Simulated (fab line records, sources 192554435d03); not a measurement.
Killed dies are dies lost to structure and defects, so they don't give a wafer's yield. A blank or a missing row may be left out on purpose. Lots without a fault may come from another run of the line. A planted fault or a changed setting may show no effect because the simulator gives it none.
fab line records | flow n5_finfet
record lots=7 wafers=21
route steps=1938 shown BEOL_M14@1716 BEOL_M15@1779 MIM_BOT_ETCH@1866 PASSIVATION@1901
start_h: hours from the record's first day to the start of the lot's first wafer shown | wait_h: hours since the lot's step before | " the same as in the row above | L1.1+2: a row that stands for several wafers | - no value, or no start given | * or withheld: withheld | < > ~ a bound
route shown NAME@n: a module of which the file shows steps, and the number in the route of the first | usual: mean/standard deviation of fault-free wafers | same: alike in all rows | chamber/n: place in a boat | sites: the reading at each site | _std_site: their standard deviation | _edge_site: outer sites' mean less inner sites' | radius_mm: how far each site lies from the wafer's centre | mask NAME#n: copy n | behind: the tool/chamber that last shaped the wafer | hold: why the lot was held/for how many hours/how that ended | device: the transistor (n, p or np) that didn't switch | end of line: the same wafers' tests at the end of the route | a step without rows: its recipe alone | killed: dies lost to structure and defects at the first sort, not the wafer's yield | map: a wafer's dies, x killed, . not, _ none there
set.NAME: the setting as run; set.NAME@STEP: as run at that earlier step | model.NAME: the simulator's own value behind a step, which no gauge read
lots whose settings were changed on purpose; a table a step, a row a wafer
## steps
# step N5_BEOL_M14_ILD_DEP_00
# recipe material=SiO2 target_thk_a=11193 temp_c=400 precursor=TEOS/O2 pressure_torr=6.5 rf_w=900 teos_flow_sccm=161.4 gas=O2 flow_sccm=2650 time_s=237.4
# columns lot.wafer tool chamber start_h wait_h set.time_s model.SiO2_of_BEOL_M14_ILD_DEP_00.thk_nm
L079.2 pecvd-03 2 253.80 0.0 237.4 1101
L079.3 " 0 " " 237.4 1098
L079.5 " 1 " " 237.4 1128
L077.1 pecvd-03 1 254.16 0.0 237.4 1135
L077.3 " 2 " " 219.9 1032
L077.5 " 2 " " 237.4 1117
L078.1 pecvd-03 1 255.77 0.0 237.4 1122
L078.2 " 2 " " 237.4 1100
L078.6 " 1 " " 237.4 1139
L080.1 pecvd-02 0 279.43 0.0 249.5 1165
L080.2 " 1 " " 249.5 1198
L080.6 " 0 " " 237.4 1138
L084.2 pecvd-01 1 301.47 0.0 237.4 1129
L084.5 " 2 " " 222.6 1046
L084.6 " 1 " " 237.4 1140
L083.3 pecvd-03 1 302.46 0.0 237.4 1119
L083.4 " 2 " " 237.4 1123
L083.6 " 1 " " 237.4 1140
L090.1 pecvd-02 2 345.98 0.0 249.7 1178
L090.5 " 2 " " 237.4 1145
L090.6 " 0 " " 249.7 1212
# step N5_BEOL_M14_THK_MEAS_01
# recipe reads=SiO2_of_BEOL_M14_ILD_DEP_00
# usual M14_ILD_THK=1126/15
# columns lot.wafer tool chamber start_h wait_h set.time_s@BEOL_M14_ILD_DEP_00 M14_ILD_THK[nm]
L079.2 film_metro-02 - 253.99 0.1 237.4 1100
L079.3 " - " " 237.4 1097
L079.5 " - " " 237.4 1128
L077.1 film_metro-01 - 254.35 0.1 237.4 1136
L077.3 " - " " 219.9 1032
L077.5 " - " " 237.4 1117
L078.1 film_metro-02 - 255.96 0.1 237.4 1122
L078.2 " - " " 237.4 1101
L078.6 " - " " 237.4 1139
L080.1 film_metro-01 - 279.62 0.1 249.5 1166
L080.2 " - " " 249.5 1198
L080.6 " - " " 237.4 1138
L084.2 film_metro-02 - 301.74 0.2 237.4 1129
L084.5 " - " " 222.6 1046
L084.6 " - " " 237.4 1140
L083.3 film_metro-01 - 302.65 0.1 237.4 1119
L083.4 " - " " 237.4 1123
L083.6 " - " " 237.4 1140
L090.1 film_metro-01 - 346.17 0.1 249.7 1178
L090.5 " - " " 237.4 1144
L090.6 " - " " 249.7 1212
# step N5_BEOL_M14_COAT_58
# recipe resist=BARC temp_c=205 time_s=60 spin_rpm=1500 resist_thk_nm=89
# step N5_BEOL_M14_COAT_04
# recipe spin_rpm=1704 resist_thk_nm=800
# step N5_BEOL_M14_DESCUM_15
# recipe chemistry=O2 time_s=7.9 source_power_w=50 bias_power_w=20 pressure_mtorr=20 rf_frequency_hz=2.712e+07 temp_c=40 o2_flow_sccm=225
# step N5_BEOL_M14_ETCH_59
# recipe chemistry=N2/H2 target=BARC target_depth_a=890 overetch_a=267 time_s=67.9 ion_energy_ev=200 pressure_mtorr=30 source_w=840 bias_w=150 n2_flow_sccm=200 h2_flow_sccm=200
# step N5_BEOL_M14_VIA_ETCH_16
# recipe chemistry=C4F8/O2/Ar target=SiO2 he_inner_torr=15 he_outer_torr=30 target_depth_a=12313 time_s=withheld ion_energy_ev=800 pressure_mtorr=20 source_w=1905 bias_w=2040 Ar_flow_sccm=400 C4F8_flow_sccm=16 O2_flow_sccm=12 ends=cleared
# columns lot.wafer tool chamber start_h wait_h set.time_s@BEOL_M14_ILD_DEP_00 model.etch.depth_nm model.coat_of_BEOL_M14_COAT_04.thk_nm
L079.2 rie_diel-03 3 254.74 0.0 * 1101 460.4
L079.3 " 2 " " * 1098 461.8
L079.5 " 2 " " * 1128 453.2
L077.1 rie_diel-01 1 254.96 0.0 * 1135 447.4
L077.3 " 3 " " * 1032 476.8
L077.5 " 2 " " * 1117 454.8
L078.1 rie_diel-06 3 256.58 0.0 * 1122 449.2
L078.2 " 2 " " * 1100 459
L078.6 " 2 " " * 1139 451.8
L080.1 rie_diel-03 2 280.10 0.0 * 1165 445.6
L080.2 " 3 " " * 1198 436.8
L080.6 " 3 " " * 1138 450.2
L084.2 rie_diel-01 3 302.22 0.0 * 1129 453
L084.5 " 1 " " * 1046 470.4
L084.6 " 2 " " * 1140 450.4
L083.3 rie_diel-01 1 303.38 0.0 * 1119 453.2
L083.4 " 3 " " * 1123 455.8
L083.6 " 1 " " * 1140 450.4
L090.1 rie_diel-06 0 346.78 0.0 * 1178 441
L090.5 " 2 " " * 1145 448.4
L090.6 " 1 " " * 1212 428
# step N5_BEOL_M14_DEP_53
# recipe material=SiCN target_thk_a=500 temp_c=withheld precursor=3MS/NH3 pressure_torr=3 rf_w=675 time_s=17.8
# columns lot.wafer tool chamber start_h wait_h set.time_s model.SiCN_of_BEOL_M14_DEP_53.thk_nm
L079.2+3 pecvd-02 1,2 261.09 0.0 18.58 50.6
L079.5 " 2 " " 17.8 50.2
L077.1 pecvd-03 1 261.85 0.0 17.8 49.2
L077.3 " 0 " " 17.8 49.4
L077.5 " 2 " " 18.72 52.6
L078.1 pecvd-02 0 264.84 0.0 16.08 45.4
L078.2 " 1 " " 16.08 44.2
L078.6 " 0 " " 17.8 50.4
L080.1 pecvd-03 1 284.98 0.0 19 53.4
L080.2 " 2 " " 17.8 50.2
L080.6 " 0 " " 17.8 50
L084.2 pecvd-02 0 308.01 0.0 17.8 49.4
L084.5 " 0 " " 17.8 50
L084.6 " 1 " " 17.8 49.8
L083.3 pecvd-03 0 313.57 0.0 17.8 49
L083.4 " 2 " " 17.8 50.8
L083.6 " 1 " " 17.8 50
L090.1 pecvd-01 2 351.24 0.0 17.8 50.2
L090.5 " 0 " " 17.8 51.2
L090.6 " 1 " " 18.74 53.6
# step N5_BEOL_M15_EXPOSE_07
# recipe mask_id=V14 na=0.8 source_shape=annular sigma_inner=0.5 sigma_outer=0.8 polarization=unpolarized attpsm_phase_deg=180 dose_mj=41.25
# columns lot.wafer tool chamber start_h wait_h mask set.dose_mj
L079.2+3 krf_scanner-02 0 261.60 - V14#0 41.25
L079.5 " 0 " " V14#0 42.54
L077.1+3+5 krf_scanner-02 0 262.37 - V14#0 41.25
L078.1 krf_scanner-01 0 265.48 - V14#0 41.25
L078.2+6 " 0 " " V14#0 39.35
L080.1+6 krf_scanner-01 0 285.93 - V14#0 40.4
L080.2 " 0 " " V14#0 41.25
L084.2+5 krf_scanner-02 0 308.63 - V14#0 41.25
L084.6 " 0 " " V14#0 38.76
L083.3+4+6 krf_scanner-01 0 314.22 - V14#0 41.25
L090.1+6 krf_scanner-02 0 351.75 - V14#0 41.25
L090.5 " 0 " " V14#0 40.32
# step N5_BEOL_M15_PEB_08
# recipe peb_temp_c=130 peb_time_s=90
# step N5_BEOL_M15_DEVELOP_09
# recipe develop_time_s=45 rinse_liquid=diw dry=air_spin dev_temp_c=21
# step N5_BEOL_M15_HARDBAKE_14
# recipe temp_c=130 time_s=120
# step N5_BEOL_M15_CD_MEAS_10
# recipe target_cd_nm=360 landing_energy_ev=500 detector=se_inlens polarity=opening
# usual cd_nm=360.4/1.6
# columns lot.wafer tool chamber start_h wait_h set.dose_mj@BEOL_M15_EXPOSE_07 cd_nm
L079.2 cd_sem-01 0 261.77 - 41.25 360.1
L079.3 " 0 " " 41.25 360.0
L079.5 " 0 " " 42.54 367.6
L077.1 cd_sem-02 0 262.54 - 41.25 360.8
L077.3 " 0 " " 41.25 360.6
L077.5 " 0 " " 41.25 360.3
L078.1 cd_sem-01 0 265.65 - 41.25 360.5
L078.2 " 0 " " 39.35 353.7
L078.6 " 0 " " 39.35 352.8
L080.1 cd_sem-02 0 286.10 - 40.4 357.7
L080.2 " 0 " " 41.25 363.2
L080.6 " 0 " " 40.4 359.0
L084.2 cd_sem-02 0 308.80 - 41.25 360.6
L084.5 " 0 " " 41.25 362.1
L084.6 " 0 " " 38.76 350.4
L083.3 cd_sem-01 0 314.38 - 41.25 358.2
L083.4 " 0 " " 41.25 362.0
L083.6 " 0 " " 41.25 360.0
L090.1 cd_sem-03 0 351.92 - 41.25 359.6
L090.5 " 0 " " 40.32 358.0
L090.6 " 0 " " 41.25 360.5
# step N5_BEOL_M15_STRIP_65
# recipe chemistry=post_etch_residue_remover time_s=60 temp_c=25 remover_ph=withheld remover_water_wt_pct=withheld remover_fluoride_wt_pct=withheld
# step N5_BEOL_M15_SRD_66
# recipe time_s=30 temp_c=23 rinse_liquid=diw dry=n2_spin spin_rpm=1500 dry_time_s=30
# step N5_BEOL_M15_CD_MEAS_17
# recipe target_cd_nm=360 polarity=opening
# usual cd_nm=361.2/2
# columns lot.wafer tool chamber start_h wait_h set.dose_mj@BEOL_M15_EXPOSE_07 cd_nm
L079.2 cd_sem-03 - 262.36 0.0 41.25 360.8
L079.3 " - " " 41.25 361.6
L079.5 " - " " 42.54 368.9
L077.1 cd_sem-01 - 263.18 0.0 41.25 360.8
L077.3 " - " " 41.25 360.1
L077.5 " - " " 41.25 361.5
L078.1 cd_sem-01 - 267.21 0.0 41.25 359.8
L078.2 " - " " 39.35 353.3
L078.6 " - " " 39.35 351.8
L080.1 cd_sem-03 - 287.37 0.0 40.4 358.4
L080.2 " - " " 41.25 363.8
L080.6 " - " " 40.4 359.3
L084.2 cd_sem-03 - 309.39 0.0 41.25 360.1
L084.5 " - " " 41.25 363.9
L084.6 " - " " 38.76 350.1
L083.3 cd_sem-02 - 314.97 0.0 41.25 355.9
L083.4 " - " " 41.25 362.6
L083.6 " - " " 41.25 359.6
L090.1 cd_sem-03 - 352.50 0.0 41.25 358.6
L090.5 " - " " 40.32 357.8
L090.6 " - " " 41.25 358.6
# step N5_MIM_BOT_ETCH_ETCH_04
# recipe chemistry=CF4/O2 target=SiNx target_depth_a=260 time_s=13 ion_energy_ev=100 pressure_mtorr=40 source_w=535 bias_w=49 Ar_flow_sccm=100 cf4_flow_sccm=100 O2_flow_sccm=10
# usual rf_vpp_V=241/3.7
# columns lot.wafer tool chamber start_h wait_h set.source_w rf_vpp_V model.etch.depth_nm
L079.2 rie_diel-06 1 272.38 0.0 588.4 233 27.83
L079.3 " 3 " " 535 243 25.41
L079.5 " 3 " " 588.4 232 27.3
L077.1 rie_diel-06 0 274.90 0.0 535 235 25.81
L077.3 " 2 " " 461.8 263 23.51
L077.5 " 2 " " 535 242 26.68
L078.1 rie_diel-06 0 278.87 0.0 535 235 25.64
L078.2 " 2 " " 576.6 234 28.76
L078.6 " 1 " " 576.6 236 27.38
L080.1 rie_diel-06 2 299.42 0.0 535 242 26.62
L080.2 " 0 " " 535 235 25.63
L080.6 " 2 " " 535 244 26.55
L084.2 rie_diel-03 0 318.70 0.0 535 241 27.48
L084.5 " 1 " " 535 239 25.24
L084.6 " 3 " " 495.4 252 24.03
L083.3 rie_diel-03 3 322.28 0.0 535 243 25.89
L083.4 " 1 " " 535 240 25.53
L083.6 " 3 " " 535 243 25.84
L090.1 rie_diel-01 3 361.60 0.0 535 244 26.45
L090.5 " 3 " " 620.3 226 29.87
L090.6 " 0 " " 620.3 225 31.2
# step N5_PASSIVATION_EXPOSE_27
# recipe mask_id=PAD na=0.55 source_shape=conventional sigma_outer=0.8 polarization=unpolarized defocus_nm=0 dose_mj=32.3
# columns lot.wafer tool chamber start_h wait_h mask set.dose_mj
L077.1 krf_scanner-02 0 279.66 - PAD#0 30.87
L077.3+5 " 0 " " PAD#0 32.3
L079.2 krf_scanner-02 0 283.68 - PAD#0 33.04
L079.3+5 " 0 " " PAD#0 32.3
L078.1+6 krf_scanner-02 0 284.69 - PAD#0 32.3
L078.2 " 0 " " PAD#0 33.46
L080.1+2 krf_scanner-01 0 302.17 - PAD#0 30.91
L080.6 " 0 " " PAD#0 32.3
L084.2+6 krf_scanner-02 0 321.38 - PAD#0 31.48
L084.5 " 0 " " PAD#0 32.3
L083.3+4+6 krf_scanner-02 0 326.25 - PAD#0 32.3
L090.1+6 krf_scanner-02 0 364.37 - PAD#0 32.3
L090.5 " 0 " " PAD#0 30.39
# step N5_PASSIVATION_PEB_28
# recipe peb_temp_c=withheld peb_time_s=*
# step N5_PASSIVATION_DEVELOP_29
# recipe develop_time_s=60 rinse_liquid=diw dry=air_spin dev_temp_c=21
# step N5_PASSIVATION_HARDBAKE_31
# recipe temp_c=130 time_s=120
# step N5_PASSIVATION_CD_MEAS_30
# recipe target_cd_nm=4000 landing_energy_ev=500 detector=se_inlens polarity=opening
# usual cd_nm=4001.4/1.9
# columns lot.wafer tool chamber start_h wait_h set.dose_mj@PASSIVATION_EXPOSE_27 cd_nm
L077.1 cd_sem-01 0 279.84 - 30.87 3994.9
L077.3 " 0 " " 32.3 4001.7
L077.5 " 0 " " 32.3 4000.0
L079.2 cd_sem-02 0 283.86 - 33.04 4004.4
L079.3 " 0 " " 32.3 4000.0
L079.5 " 0 " " 32.3 3998.6
L078.1 cd_sem-02 0 284.87 - 32.3 4000.9
L078.2 " 0 " " 33.46 4005.0
L078.6 " 0 " " 32.3 4001.0
L080.1 cd_sem-03 0 302.35 - 30.91 3995.6
L080.2 " 0 " " 30.91 3995.3
L080.6 " 0 " " 32.3 4000.9
L084.2 cd_sem-03 0 321.55 - 31.48 3999.1
L084.5 " 0 " " 32.3 4002.1
L084.6 " 0 " " 31.48 3998.9
L083.3 cd_sem-03 0 326.42 - 32.3 3997.7
L083.4 " 0 " " 32.3 4000.5
L083.6 " 0 " " 32.3 4000.9
L090.1 cd_sem-03 0 364.55 - 32.3 4002.4
L090.5 " 0 " " 30.39 3990.4
L090.6 " 0 " " 32.3 4000.5
## key
split step=N5_BEOL_M14_ILD_DEP_00 setting=time_s stated=237.4 by=wafer
response step=N5_BEOL_M14_ILD_DEP_00 reading=model.SiO2_of_BEOL_M14_ILD_DEP_00.thk_nm change=+11.8 per=1% r=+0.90
response step=N5_BEOL_M14_THK_MEAS_01 reading=M14_ILD_THK change=+11.8 per=1% r=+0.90
response step=N5_BEOL_M14_VIA_ETCH_16 reading=model.etch.depth_nm change=+11.8 per=1% r=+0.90
response step=N5_BEOL_M14_VIA_ETCH_16 reading=model.coat_of_BEOL_M14_COAT_04.thk_nm change=-2.9 per=1% r=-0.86
split step=N5_BEOL_M14_DEP_53 setting=time_s stated=17.8 by=wafer
response step=N5_BEOL_M14_DEP_53 reading=model.SiCN_of_BEOL_M14_DEP_53.thk_nm change=+0.52 per=1% r=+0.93
split step=N5_BEOL_M15_EXPOSE_07 setting=dose_mj stated=41.25 by=wafer
response step=N5_BEOL_M15_CD_MEAS_10 reading=cd_nm change=+1.8 per=1% r=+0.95
response step=N5_BEOL_M15_CD_MEAS_17 reading=cd_nm change=+1.84 per=1% r=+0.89
split step=N5_MIM_BOT_ETCH_ETCH_04 setting=source_w stated=535 by=wafer
response step=N5_MIM_BOT_ETCH_ETCH_04 reading=rf_vpp_V change=-1.25 per=1% r=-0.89
response step=N5_MIM_BOT_ETCH_ETCH_04 reading=model.etch.depth_nm change=+0.244 per=1% r=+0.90
split step=N5_PASSIVATION_EXPOSE_27 setting=dose_mj stated=32.3 by=wafer
response step=N5_PASSIVATION_CD_MEAS_30 reading=cd_nm change=+1.53 per=1% r=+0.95
